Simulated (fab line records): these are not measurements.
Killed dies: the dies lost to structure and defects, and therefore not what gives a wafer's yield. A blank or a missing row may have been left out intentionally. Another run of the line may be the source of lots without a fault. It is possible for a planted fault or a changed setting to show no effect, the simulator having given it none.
fab line records :: flow n5Finfet
record:
  lots: 14
  wafers: 37
  lastDay: 17
route steps=1938 shown BEOL_M6@1195 PASSIVATION@1936
lots that met no fault: from a run of the same line without faults
startH: hours from the record's first day to the start of the lot's first wafer shown :: waitH: how many hours have passed since the lot's step before this one :: " repeats the value in the row above :: L1.1+2: one row covering several wafers at once :: - either no value or no given start :: * or withheld: withheld :: < > ~ a bound
route shown NAME@n: names a module that has steps shown in the file, with the first one's number in the route :: usual: the fault-free wafers' mean and standard deviation :: same: alike in all rows :: chamber/n: place in a boat :: sites: readings site by site :: _std_site: standard deviation of those values :: _edge_site: inner sites' mean taken away from outer sites' mean :: radiusMm: for every site, how far away it sits from the centre of the wafer :: mask NAME#n: copy n :: behind: the most recent tool/chamber to have shaped the wafer :: hold: cause of the lot's hold/its duration in hours/its outcome :: device: the n, p or np transistor that did not switch :: end of line: tests run on the same wafers once the route is complete :: where a step has no rows: the recipe by itself :: killed: at the first sort, the dies lost to defects and structure; wafer yield is something else :: map: the dies of a wafer, with x for killed, . for not killed, _ for no die there
set.NAME: the setting that was run; set.NAME@STEP: the one run at that earlier step :: model.NAME: the simulator's own value behind a step, which no gauge read
a sample of lots followed through the steps of the route, with each step as a table and each wafer as a row
services: a tool's chamber out of use, with start hour (startH, from the record's first day; less than 0 if before it), hours out, and reason
== steps ==
step: N5_BEOL_M6_CURE_74
recipe:
  tempC: 385
  timeS: 240
  ambient: He/Ar
  material: SiCOH_lowk
usual:
  lampPowerPct: 52.31/0.051
  wafer_temp_C_max: 386.6/0.62
same:
  timeS: 240
lot.wafer: L921.2
tool: uvCure-01
chamber: 0
startH: 191.87
waitH: 0.1
lampPowerPct: 52.38
wafer_temp_C_max: 386.6

lot.wafer: L921.5
tool: uvCure-01
chamber: 0
startH: 191.87
waitH: 0.1
lampPowerPct: 52.39
wafer_temp_C_max: 386.6

lot.wafer: L922.1
tool: uvCure-03
chamber: 2
startH: 198.79
waitH: 0.0
lampPowerPct: 52.34
wafer_temp_C_max: 387.8

lot.wafer: L922.6
tool: uvCure-03
chamber: 2
startH: 198.79
waitH: 0.0
lampPowerPct: 52.33
wafer_temp_C_max: 387.0

lot.wafer: L923.2
tool: uvCure-03
chamber: 2
startH: 207.25
waitH: 0.1
lampPowerPct: 52.29
wafer_temp_C_max: 388.3

lot.wafer: L923.5
tool: uvCure-03
chamber: 2
startH: 207.25
waitH: 0.1
lampPowerPct: 52.30
wafer_temp_C_max: 387.4

lot.wafer: L923.6
tool: uvCure-03
chamber: 2
startH: 207.25
waitH: 0.1
lampPowerPct: 52.37
wafer_temp_C_max: 387.2

lot.wafer: L924.1
tool: uvCure-03
chamber: 1
startH: 212.20
waitH: 0.0
lampPowerPct: 52.26
wafer_temp_C_max: 385.8

lot.wafer: L924.6
tool: uvCure-03
chamber: 1
startH: 212.20
waitH: 0.0
lampPowerPct: 52.47
wafer_temp_C_max: 386.6

lot.wafer: L926.1
tool: uvCure-02
chamber: 2
startH: 212.98
waitH: 0.0
lampPowerPct: 52.35
wafer_temp_C_max: 386.7

lot.wafer: L926.3
tool: uvCure-02
chamber: 2
startH: 212.98
waitH: 0.0
lampPowerPct: 52.26
wafer_temp_C_max: 386.0

lot.wafer: L925.1
tool: uvCure-01
chamber: 1
startH: 217.07
waitH: 0.0
lampPowerPct: 52.36
wafer_temp_C_max: 386.1

lot.wafer: L925.6
tool: uvCure-01
chamber: 1
startH: 217.07
waitH: 0.0
lampPowerPct: 52.40
wafer_temp_C_max: 386.9

lot.wafer: L928.1
tool: uvCure-03
chamber: 0
startH: 233.91
waitH: 0.0
lampPowerPct: 52.26
wafer_temp_C_max: 386.4

lot.wafer: L928.5
tool: uvCure-03
chamber: 0
startH: 233.91
waitH: 0.0
lampPowerPct: 52.33
wafer_temp_C_max: 387.2

lot.wafer: L928.6
tool: uvCure-03
chamber: 0
startH: 233.91
waitH: 0.0
lampPowerPct: 52.24
wafer_temp_C_max: 386.1

lot.wafer: L929.1
tool: uvCure-03
chamber: 2
startH: 239.04
waitH: 0.0
lampPowerPct: 52.39
wafer_temp_C_max: 386.7

lot.wafer: L929.5
tool: uvCure-03
chamber: 2
startH: 239.04
waitH: 0.0
lampPowerPct: 52.35
wafer_temp_C_max: 387.1

lot.wafer: L929.6
tool: uvCure-03
chamber: 2
startH: 239.04
waitH: 0.0
lampPowerPct: 52.34
wafer_temp_C_max: 387.0

lot.wafer: L935.1
tool: uvCure-01
chamber: 0
startH: 259.44
waitH: 0.0
lampPowerPct: 52.29
wafer_temp_C_max: 386.6

lot.wafer: L935.2
tool: uvCure-01
chamber: 0
startH: 259.44
waitH: 0.0
lampPowerPct: 52.38
wafer_temp_C_max: 386.3

lot.wafer: L935.5
tool: uvCure-01
chamber: 0
startH: 259.44
waitH: 0.0
lampPowerPct: 52.37
wafer_temp_C_max: 386.6

lot.wafer: L936.1
tool: uvCure-02
chamber: 2
startH: 279.29
waitH: 0.0
lampPowerPct: 52.34
wafer_temp_C_max: 386.4

lot.wafer: L936.4
tool: uvCure-02
chamber: 2
startH: 279.29
waitH: 0.0
lampPowerPct: 52.37
wafer_temp_C_max: 386.1

lot.wafer: L936.6
tool: uvCure-02
chamber: 2
startH: 279.29
waitH: 0.0
lampPowerPct: 52.36
wafer_temp_C_max: 385.9

lot.wafer: L937.1
tool: uvCure-03
chamber: 1
startH: 285.57
waitH: 0.1
lampPowerPct: 52.30
wafer_temp_C_max: 386.5

lot.wafer: L937.2
tool: uvCure-03
chamber: 1
startH: 285.57
waitH: 0.1
lampPowerPct: 52.35
wafer_temp_C_max: 386.4

lot.wafer: L937.3
tool: uvCure-03
chamber: 1
startH: 285.57
waitH: 0.1
lampPowerPct: 52.35
wafer_temp_C_max: 385.9

lot.wafer: L939.1
tool: uvCure-01
chamber: 0
startH: 306.11
waitH: 0.0
lampPowerPct: 52.30
wafer_temp_C_max: 386.3

lot.wafer: L939.4
tool: uvCure-01
chamber: 0
startH: 306.11
waitH: 0.0
lampPowerPct: 52.39
wafer_temp_C_max: 386.7

lot.wafer: L939.6
tool: uvCure-01
chamber: 0
startH: 306.11
waitH: 0.0
lampPowerPct: 52.27
wafer_temp_C_max: 386.7

lot.wafer: L943.1
tool: uvCure-03
chamber: 0
startH: 310.63
waitH: 0.1
lampPowerPct: 52.30
wafer_temp_C_max: 386.3

lot.wafer: L943.2
tool: uvCure-03
chamber: 0
startH: 310.63
waitH: 0.1
lampPowerPct: 52.33
wafer_temp_C_max: 386.3

lot.wafer: L943.6
tool: uvCure-03
chamber: 0
startH: 310.63
waitH: 0.1
lampPowerPct: 52.37
wafer_temp_C_max: 386.3

lot.wafer: L942.1
tool: uvCure-03
chamber: 2
startH: 326.16
waitH: 0.0
lampPowerPct: 52.30
wafer_temp_C_max: 388.2

lot.wafer: L942.2
tool: uvCure-03
chamber: 2
startH: 326.16
waitH: 0.0
lampPowerPct: 52.33
wafer_temp_C_max: 387.3

lot.wafer: L942.5
tool: uvCure-03
chamber: 2
startH: 326.16
waitH: 0.0
lampPowerPct: 52.31
wafer_temp_C_max: 387.5
step: N5_BEOL_M6_OVL_MEAS_12
recipe:
  pointsPerWafer: 44
usual:
  M6_OVL: 0.2/0.75
lot.wafer: L921.2
tool: overlay-01
chamber: 0
startH: 193.33
waitH: 0.0
M6_OVL[nm]: 0.3

lot.wafer: L921.5
tool: overlay-01
chamber: 0
startH: 193.33
waitH: 0.0
M6_OVL[nm]: 0.6

lot.wafer: L922.1
tool: overlay-02
chamber: 0
startH: 201.10
waitH: 0.0
M6_OVL[nm]: -1.1

lot.wafer: L922.6
tool: overlay-02
chamber: 0
startH: 201.10
waitH: 0.0
M6_OVL[nm]: 0.0

lot.wafer: L923.2
tool: overlay-02
chamber: 0
startH: 210.04
waitH: 0.0
M6_OVL[nm]: -1.4

lot.wafer: L923.5
tool: overlay-02
chamber: 0
startH: 210.04
waitH: 0.0
M6_OVL[nm]: -0.1

lot.wafer: L923.6
tool: overlay-02
chamber: 0
startH: 210.04
waitH: 0.0
M6_OVL[nm]: -1.6

lot.wafer: L924.1
tool: overlay-01
chamber: 0
startH: 215.32
waitH: 0.0
M6_OVL[nm]: 0.7

lot.wafer: L924.6
tool: overlay-01
chamber: 0
startH: 215.32
waitH: 0.0
M6_OVL[nm]: 0.4

lot.wafer: L926.1
tool: overlay-02
chamber: 0
startH: 215.49
waitH: 0.0
M6_OVL[nm]: -0.6

lot.wafer: L926.3
tool: overlay-02
chamber: 0
startH: 215.49
waitH: 0.0
M6_OVL[nm]: -1.1

lot.wafer: L925.1
tool: overlay-02
chamber: 0
startH: 220.61
waitH: 0.0
M6_OVL[nm]: 0.3

lot.wafer: L925.6
tool: overlay-02
chamber: 0
startH: 220.61
waitH: 0.0
M6_OVL[nm]: -0.4

lot.wafer: L928.1
tool: overlay-01
chamber: 0
startH: 238.28
waitH: 0.0
M6_OVL[nm]: 0.2

lot.wafer: L928.5
tool: overlay-01
chamber: 0
startH: 238.28
waitH: 0.0
M6_OVL[nm]: -0.4

lot.wafer: L928.6
tool: overlay-01
chamber: 0
startH: 238.28
waitH: 0.0
M6_OVL[nm]: -0.4

lot.wafer: L929.1
tool: overlay-02
chamber: 0
startH: 241.78
waitH: 0.0
M6_OVL[nm]: 0.4

lot.wafer: L929.5
tool: overlay-02
chamber: 0
startH: 241.78
waitH: 0.0
M6_OVL[nm]: 0.5

lot.wafer: L929.6
tool: overlay-02
chamber: 0
startH: 241.78
waitH: 0.0
M6_OVL[nm]: -0.5

lot.wafer: L935.1
tool: overlay-01
chamber: 0
startH: 261.35
waitH: 0.0
M6_OVL[nm]: -0.1

lot.wafer: L935.2
tool: overlay-01
chamber: 0
startH: 261.35
waitH: 0.0
M6_OVL[nm]: -0.4

lot.wafer: L935.5
tool: overlay-01
chamber: 0
startH: 261.35
waitH: 0.0
M6_OVL[nm]: -0.3

lot.wafer: L936.1
tool: overlay-02
chamber: 0
startH: 281.87
waitH: 0.0
M6_OVL[nm]: 0.1

lot.wafer: L936.4
tool: overlay-02
chamber: 0
startH: 281.87
waitH: 0.0
M6_OVL[nm]: 0.3

lot.wafer: L936.6
tool: overlay-02
chamber: 0
startH: 281.87
waitH: 0.0
M6_OVL[nm]: 0.3

lot.wafer: L937.1
tool: overlay-02
chamber: 0
startH: 288.69
waitH: 0.0
M6_OVL[nm]: -0.1

lot.wafer: L937.2
tool: overlay-02
chamber: 0
startH: 288.69
waitH: 0.0
M6_OVL[nm]: 1.2

lot.wafer: L937.3
tool: overlay-02
chamber: 0
startH: 288.69
waitH: 0.0
M6_OVL[nm]: 1.6

lot.wafer: L939.1
tool: overlay-02
chamber: 0
startH: 308.75
waitH: 0.0
M6_OVL[nm]: 1.2

lot.wafer: L939.4
tool: overlay-02
chamber: 0
startH: 308.75
waitH: 0.0
M6_OVL[nm]: 0.3

lot.wafer: L939.6
tool: overlay-02
chamber: 0
startH: 308.75
waitH: 0.0
M6_OVL[nm]: 0.5

lot.wafer: L943.1
tool: overlay-01
chamber: 0
startH: 312.24
waitH: 0.0
M6_OVL[nm]: 0.6

lot.wafer: L943.2
tool: overlay-01
chamber: 0
startH: 312.24
waitH: 0.0
M6_OVL[nm]: -0.1

lot.wafer: L943.6
tool: overlay-01
chamber: 0
startH: 312.24
waitH: 0.0
M6_OVL[nm]: 0.3

lot.wafer: L942.1
tool: overlay-01
chamber: 0
startH: 329.33
waitH: 0.0
M6_OVL[nm]: -0.9

lot.wafer: L942.2
tool: overlay-01
chamber: 0
startH: 329.33
waitH: 0.0
M6_OVL[nm]: 0.1

lot.wafer: L942.5
tool: overlay-01
chamber: 0
startH: 329.33
waitH: 0.0
M6_OVL[nm]: -0.6
step: N5_BEOL_M6_CD_MEAS_18
recipe:
  pitchNm: 80
  targetCdNm: 40
usual:
  cdNm: 40.0/0.69
lot.wafer: L921.2
tool: cdSem-03
chamber: -
startH: 193.85
waitH: 0.1
cdNm: 40.8

lot.wafer: L921.5
tool: cdSem-03
chamber: -
startH: 193.85
waitH: 0.1
cdNm: 39.7

lot.wafer: L922.1
tool: cdSem-01
chamber: -
startH: 201.63
waitH: 0.0
cdNm: 39.4

lot.wafer: L922.6
tool: cdSem-01
chamber: -
startH: 201.63
waitH: 0.0
cdNm: 39.2

lot.wafer: L923.2
tool: cdSem-02
chamber: -
startH: 210.59
waitH: 0.1
cdNm: 39.5

lot.wafer: L923.5
tool: cdSem-02
chamber: -
startH: 210.59
waitH: 0.1
cdNm: 39.7

lot.wafer: L923.6
tool: cdSem-02
chamber: -
startH: 210.59
waitH: 0.1
cdNm: 40.3

lot.wafer: L924.1
tool: cdSem-01
chamber: -
startH: 215.84
waitH: 0.0
cdNm: 39.8

lot.wafer: L924.6
tool: cdSem-01
chamber: -
startH: 215.84
waitH: 0.0
cdNm: 39.7

lot.wafer: L926.1
tool: cdSem-03
chamber: -
startH: 216.01
waitH: 0.1
cdNm: 39.9

lot.wafer: L926.3
tool: cdSem-03
chamber: -
startH: 216.01
waitH: 0.1
cdNm: 40.0

lot.wafer: L925.1
tool: cdSem-01
chamber: -
startH: 221.19
waitH: 0.0
cdNm: 40.3

lot.wafer: L925.6
tool: cdSem-01
chamber: -
startH: 221.19
waitH: 0.0
cdNm: 39.7

lot.wafer: L928.1
tool: cdSem-01
chamber: -
startH: 238.85
waitH: 0.0
cdNm: 39.4

lot.wafer: L928.5
tool: cdSem-01
chamber: -
startH: 238.85
waitH: 0.0
cdNm: 39.3

lot.wafer: L928.6
tool: cdSem-01
chamber: -
startH: 238.85
waitH: 0.0
cdNm: 39.6

lot.wafer: L929.1
tool: cdSem-02
chamber: -
startH: 242.68
waitH: 0.0
cdNm: 41.7

lot.wafer: L929.5
tool: cdSem-02
chamber: -
startH: 242.68
waitH: 0.0
cdNm: 39.6

lot.wafer: L929.6
tool: cdSem-02
chamber: -
startH: 242.68
waitH: 0.0
cdNm: 40.2

lot.wafer: L935.1
tool: cdSem-03
chamber: -
startH: 261.86
waitH: 0.0
cdNm: 40.2

lot.wafer: L935.2
tool: cdSem-03
chamber: -
startH: 261.86
waitH: 0.0
cdNm: 40.3

lot.wafer: L935.5
tool: cdSem-03
chamber: -
startH: 261.86
waitH: 0.0
cdNm: 39.0

lot.wafer: L936.1
tool: cdSem-03
chamber: -
startH: 282.58
waitH: 0.0
cdNm: 39.6

lot.wafer: L936.4
tool: cdSem-03
chamber: -
startH: 282.58
waitH: 0.0
cdNm: 39.5

lot.wafer: L936.6
tool: cdSem-03
chamber: -
startH: 282.58
waitH: 0.0
cdNm: 39.8

lot.wafer: L937.1
tool: cdSem-01
chamber: -
startH: 289.21
waitH: 0.0
cdNm: 39.8

lot.wafer: L937.2
tool: cdSem-01
chamber: -
startH: 289.21
waitH: 0.0
cdNm: 41.4

lot.wafer: L937.3
tool: cdSem-01
chamber: -
startH: 289.21
waitH: 0.0
cdNm: 40.1

lot.wafer: L939.1
tool: cdSem-03
chamber: -
startH: 309.27
waitH: 0.0
cdNm: 39.7

lot.wafer: L939.4
tool: cdSem-03
chamber: -
startH: 309.27
waitH: 0.0
cdNm: 40.4

lot.wafer: L939.6
tool: cdSem-03
chamber: -
startH: 309.27
waitH: 0.0
cdNm: 38.5

lot.wafer: L943.1
tool: cdSem-01
chamber: -
startH: 312.76
waitH: 0.1
cdNm: 40.9

lot.wafer: L943.2
tool: cdSem-01
chamber: -
startH: 312.76
waitH: 0.1
cdNm: 40.0

lot.wafer: L943.6
tool: cdSem-01
chamber: -
startH: 312.76
waitH: 0.1
cdNm: 40.0

lot.wafer: L942.1
tool: cdSem-02
chamber: -
startH: 330.20
waitH: 0.0
cdNm: 41.9

lot.wafer: L942.2
tool: cdSem-02
chamber: -
startH: 330.20
waitH: 0.0
cdNm: 39.8

lot.wafer: L942.5
tool: cdSem-02
chamber: -
startH: 330.20
waitH: 0.0
cdNm: 41.2
step: N5_BEOL_M6_COAT_63
recipe:
  resist: SOC
  tempC: 250
  timeS: 60
  spinRpm: 1500
  resistThkNm: 60
usual:
  spinSpeedRpm: 1500.0/1.2
same:
  timeS: 60
lot.wafer: L921.2
tool: lithoTrack-05
chamber: 0
startH: 193.88
waitH: 0.0
spinSpeedRpm: 1499.0

lot.wafer: L921.5
tool: lithoTrack-05
chamber: 0
startH: 193.88
waitH: 0.0
spinSpeedRpm: 1499.6

lot.wafer: L922.1
tool: lithoTrack-03
chamber: 0
startH: 204.56
waitH: 2.9
spinSpeedRpm: 1499.7

lot.wafer: L922.6
tool: lithoTrack-03
chamber: 0
startH: 204.56
waitH: 2.9
spinSpeedRpm: 1499.3

lot.wafer: L923.2
tool: lithoTrack-05
chamber: 0
startH: 210.63
waitH: 0.0
spinSpeedRpm: 1499.4

lot.wafer: L923.5
tool: lithoTrack-05
chamber: 0
startH: 210.63
waitH: 0.0
spinSpeedRpm: 1500.2

lot.wafer: L923.6
tool: lithoTrack-05
chamber: 0
startH: 210.63
waitH: 0.0
spinSpeedRpm: 1499.0

lot.wafer: L924.1
tool: lithoTrack-05
chamber: 0
startH: 215.93
waitH: 0.1
spinSpeedRpm: 1498.9

lot.wafer: L924.6
tool: lithoTrack-05
chamber: 0
startH: 215.93
waitH: 0.1
spinSpeedRpm: 1500.2

lot.wafer: L926.1
tool: lithoTrack-05
chamber: 0
startH: 219.13
waitH: 3.1
spinSpeedRpm: 1501.5

lot.wafer: L926.3
tool: lithoTrack-05
chamber: 0
startH: 219.13
waitH: 3.1
spinSpeedRpm: 1498.3

lot.wafer: L925.1
tool: lithoTrack-04
chamber: 0
startH: 223.70
waitH: 2.5
spinSpeedRpm: 1500.1

lot.wafer: L925.6
tool: lithoTrack-04
chamber: 0
startH: 223.70
waitH: 2.5
spinSpeedRpm: 1499.8

lot.wafer: L928.1
tool: lithoTrack-05
chamber: 0
startH: 240.38
waitH: 1.5
spinSpeedRpm: 1498.9

lot.wafer: L928.5
tool: lithoTrack-05
chamber: 0
startH: 240.38
waitH: 1.5
spinSpeedRpm: 1499.7

lot.wafer: L928.6
tool: lithoTrack-05
chamber: 0
startH: 240.38
waitH: 1.5
spinSpeedRpm: 1500.0

lot.wafer: L929.1
tool: lithoTrack-05
chamber: 0
startH: 242.84
waitH: 0.2
spinSpeedRpm: 1499.1

lot.wafer: L929.5
tool: lithoTrack-05
chamber: 0
startH: 242.84
waitH: 0.2
spinSpeedRpm: 1501.3

lot.wafer: L929.6
tool: lithoTrack-05
chamber: 0
startH: 242.84
waitH: 0.2
spinSpeedRpm: 1499.1

lot.wafer: L935.1
tool: lithoTrack-05
chamber: 0
startH: 261.90
waitH: 0.0
spinSpeedRpm: 1502.2

lot.wafer: L935.2
tool: lithoTrack-05
chamber: 0
startH: 261.90
waitH: 0.0
spinSpeedRpm: 1499.9

lot.wafer: L935.5
tool: lithoTrack-05
chamber: 0
startH: 261.90
waitH: 0.0
spinSpeedRpm: 1498.9

lot.wafer: L936.1
tool: lithoTrack-05
chamber: 0
startH: 283.96
waitH: 1.4
spinSpeedRpm: 1568.8

lot.wafer: L936.4
tool: lithoTrack-05
chamber: 0
startH: 283.96
waitH: 1.4
spinSpeedRpm: 1567.5

lot.wafer: L936.6
tool: lithoTrack-05
chamber: 0
startH: 283.96
waitH: 1.4
spinSpeedRpm: 1569.9

lot.wafer: L937.1
tool: lithoTrack-05
chamber: 0
startH: 291.04
waitH: 1.8
spinSpeedRpm: 1571.8

lot.wafer: L937.2
tool: lithoTrack-05
chamber: 0
startH: 291.04
waitH: 1.8
spinSpeedRpm: 1569.1

lot.wafer: L937.3
tool: lithoTrack-05
chamber: 0
startH: 291.04
waitH: 1.8
spinSpeedRpm: 1570.1

lot.wafer: L939.1
tool: lithoTrack-03
chamber: 0
startH: 310.74
waitH: 1.5
spinSpeedRpm: 1500.8

lot.wafer: L939.4
tool: lithoTrack-03
chamber: 0
startH: 310.74
waitH: 1.5
spinSpeedRpm: 1501.4

lot.wafer: L939.6
tool: lithoTrack-03
chamber: 0
startH: 310.74
waitH: 1.5
spinSpeedRpm: 1498.8

lot.wafer: L943.1
tool: lithoTrack-04
chamber: 0
startH: 313.32
waitH: 0.6
spinSpeedRpm: 1500.7

lot.wafer: L943.2
tool: lithoTrack-04
chamber: 0
startH: 313.32
waitH: 0.6
spinSpeedRpm: 1499.7

lot.wafer: L943.6
tool: lithoTrack-04
chamber: 0
startH: 313.32
waitH: 0.6
spinSpeedRpm: 1499.9

lot.wafer: L942.1
tool: lithoTrack-04
chamber: 0
startH: 333.79
waitH: 3.6
spinSpeedRpm: 1500.0

lot.wafer: L942.2
tool: lithoTrack-04
chamber: 0
startH: 333.79
waitH: 3.6
spinSpeedRpm: 1500.8

lot.wafer: L942.5
tool: lithoTrack-04
chamber: 0
startH: 333.79
waitH: 3.6
spinSpeedRpm: 1500.9
step: N5_PASSIVATION_PROBE_49
usual:
  defectLimitedYield: 91.3/1.4
  killed_at_M0_to_M3: 33/9.9
  killed_at_M4_up: 15/5.6
  killedAtContacts: 13/5.7
  killedAtFrontEnd: 38/12
  killedAtOther: 4/3.1
  killedDies: 103/17
  killedOpen: 66/13
  killedShort: 32/7.8
  sort_bin_5_function: 5.1/0.95
  sort_bin_6_memory: 3.2/0.68
  sort_bin_8_speed: 0.02/0.22
  sortNPass: 1077/17
  sortYieldPct: 91.3/1.5
same:
  grossDies: 1180
  killedAtBackSide: 0
  sort_bin_4_leakage[%]: 0
lot.wafer: L936.1
tool: prober-01
chamber: -
startH: 371.55
waitH: 0.0
defectLimitedYield[%]: 92.2
killed_at_M0_to_M3: 33
killed_at_M4_up: 16
killedAtContacts: 13
killedAtFrontEnd: 28
killedAtOther: 2
killedDies: 92
killedOpen: 63
killedShort: 26
sort_bin_5_function[%]: 5.0
sort_bin_6_memory[%]: 2.5
sort_bin_8_speed[%]: 0
sortNPass: 1088
sortYieldPct[%]: 92.2

lot.wafer: L936.4
tool: prober-01
chamber: -
startH: 371.70
waitH: 0.2
defectLimitedYield[%]: 93.1
killed_at_M0_to_M3: 27
killed_at_M4_up: 12
killedAtContacts: 4
killedAtFrontEnd: 38
killedAtOther: 0
killedDies: 81
killedOpen: 56
killedShort: 21
sort_bin_5_function[%]: 4.0
sort_bin_6_memory[%]: 2.5
sort_bin_8_speed[%]: 0
sortNPass: 1099
sortYieldPct[%]: 93.1

lot.wafer: L936.6
tool: prober-01
chamber: -
startH: 371.80
waitH: 0.3
defectLimitedYield[%]: 91.2
killed_at_M0_to_M3: 36
killed_at_M4_up: 10
killedAtContacts: 3
killedAtFrontEnd: 53
killedAtOther: 2
killedDies: 104
killedOpen: 71
killedShort: 32
sort_bin_5_function[%]: 5.1
sort_bin_6_memory[%]: 3.6
sort_bin_8_speed[%]: 0
sortNPass: 1076
sortYieldPct[%]: 91.2

lot.wafer: L943.1
tool: prober-02
chamber: -
startH: 406.15
waitH: 0.0
defectLimitedYield[%]: 92.5
killed_at_M0_to_M3: 32
killed_at_M4_up: 9
killedAtContacts: 12
killedAtFrontEnd: 33
killedAtOther: 2
killedDies: 88
killedOpen: 50
killedShort: 37
sort_bin_5_function[%]: 4.7
sort_bin_6_memory[%]: 2.3
sort_bin_8_speed[%]: 0
sortNPass: 1092
sortYieldPct[%]: 92.5

lot.wafer: L943.2
tool: prober-02
chamber: -
startH: 406.20
waitH: 0.1
defectLimitedYield[%]: 91.9
killed_at_M0_to_M3: 29
killed_at_M4_up: 12
killedAtContacts: 5
killedAtFrontEnd: 49
killedAtOther: 0
killedDies: 95
killedOpen: 52
killedShort: 36
sort_bin_5_function[%]: 4.4
sort_bin_6_memory[%]: 2.9
sort_bin_8_speed[%]: 0
sortNPass: 1085
sortYieldPct[%]: 91.9

lot.wafer: L943.6
tool: prober-02
chamber: -
startH: 406.40
waitH: 0.3
defectLimitedYield[%]: 93.3
killed_at_M0_to_M3: 42
killed_at_M4_up: 5
killedAtContacts: 10
killedAtFrontEnd: 20
killedAtOther: 2
killedDies: 79
killedOpen: 47
killedShort: 29
sort_bin_5_function[%]: 3.6
sort_bin_6_memory[%]: 2.8
sort_bin_8_speed[%]: 0
sortNPass: 1101
sortYieldPct[%]: 93.3
killed by level:class
L936.1 MOL_CONTACT_COAG:geometricParticle:open=11 BEOL_M4:geometricParticle:open=10 STI_FIN_REVEAL:geometricParticle:open=8 BEOL_M1:geometricParticle:open=8 FIN_SAQP:geometricParticle:open=6 BEOL_M0_SAQP:geometricParticle:short=5 BEOL_M2:geometricParticle:open=5 BEOL_M3:geometricParticle:short=4
L936.4 FIN_SAQP:geometricParticle:open=10 BEOL_M1:geometricParticle:open=10 FIN_SAQP:geometricParticle:short=6 BEOL_M0_SAQP:geometricParticle:open=5 BEOL_M4:geometricParticle:open=5 BEOL_M0_SAQP:geometricParticle:short=4 BEOL_M3:geometricParticle:open=4 STI_FIN_REVEAL:geometricParticle:open=3
L936.6 STI_FIN_REVEAL:geometricParticle:open=18 FIN_SAQP:geometricParticle:open=10 BEOL_M1:geometricParticle:open=10 BEOL_M3:geometricParticle:open=7 GATE_CUT:geometricParticle:open=5 BEOL_M0_SAQP:geometricParticle:open=5 BEOL_M0_SAQP:geometricParticle:short=5 FIN_SAQP:geometricParticle:short=3
L943.1 FIN_SAQP:geometricParticle:short=9 BEOL_M2:geometricParticle:open=9 MOL_CONTACT_COAG:geometricParticle:open=8 GATE_CUT:geometricParticle:short=7 BEOL_M0_SAQP:geometricParticle:short=6 BEOL_M3:geometricParticle:open=5 STI_FIN_REVEAL:geometricParticle:open=4 MOL_CONTACT_COAG:geometricParticle:short=4
L943.2 FIN_SAQP:geometricParticle:short=15 FIN_SAQP:geometricParticle:open=10 BEOL_M0_SAQP:geometricParticle:short=8 BEOL_M3:geometricParticle:open=8 STI_FIN_REVEAL:geometricParticle:open=6 BEOL_M0_SAQP:geometricParticle:open=5 BEOL_M4:geometricParticle:open=5 MOL_CONTACT_COAG:geometricParticle:open=4
L943.6 BEOL_M0_SAQP:geometricParticle:short=13 MOL_CONTACT_COAG:geometricParticle:open=9 BEOL_M3:geometricParticle:open=8 BEOL_M0_SAQP:geometricParticle:open=8 BEOL_M1:geometricParticle:open=5 FIN_SAQP:geometricParticle:open=3 GATE_CUT:geometricParticle:short=3 BEOL_M2:geometricParticle:open=3
== services ==
tool: uvCure-01
chamber: -
startH: 186.64
hours: 3.0
kind: repair

tool: uvCure-02
chamber: -
startH: 198.49
hours: 0.7
kind: repair

tool: uvCure-01
chamber: -
startH: 211.36
hours: 3.4
kind: pm

tool: uvCure-03
chamber: -
startH: 245.83
hours: 0.7
kind: repair

tool: uvCure-02
chamber: -
startH: 251.43
hours: 5.2
kind: repair

tool: uvCure-03
chamber: -
startH: 266.58
hours: 0.9
kind: repair

tool: lithoTrack-04
chamber: -
startH: 314.13
hours: -
kind: consumableReplace:filter
== key ==
firstSign:
  step: N5_BEOL_M6_COAT_63
  reading: spinSpeedRpm
  direction: up
  sigmas: 59
  usual: *
  struck: *
effect none on later readings
metAt N5_BEOL_M6_COAT_63
struckLots L936,L937
notActingAt N5_BEOL_M6_CURE_74,N5_BEOL_M6_OVL_MEAS_12,N5_BEOL_M6_CD_MEAS_18
onsetBetween 261.90 283.96
fault:
  kind: processParameterDrift
  tool: lithoTrack-05
  chamber: -
  onsetH: 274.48
  steps: N5_BEOL_M6_COAT_63
  channel: spinRpm
  offset: *
  shape: step
  endH: 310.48
  actsIn: *
  stated: *
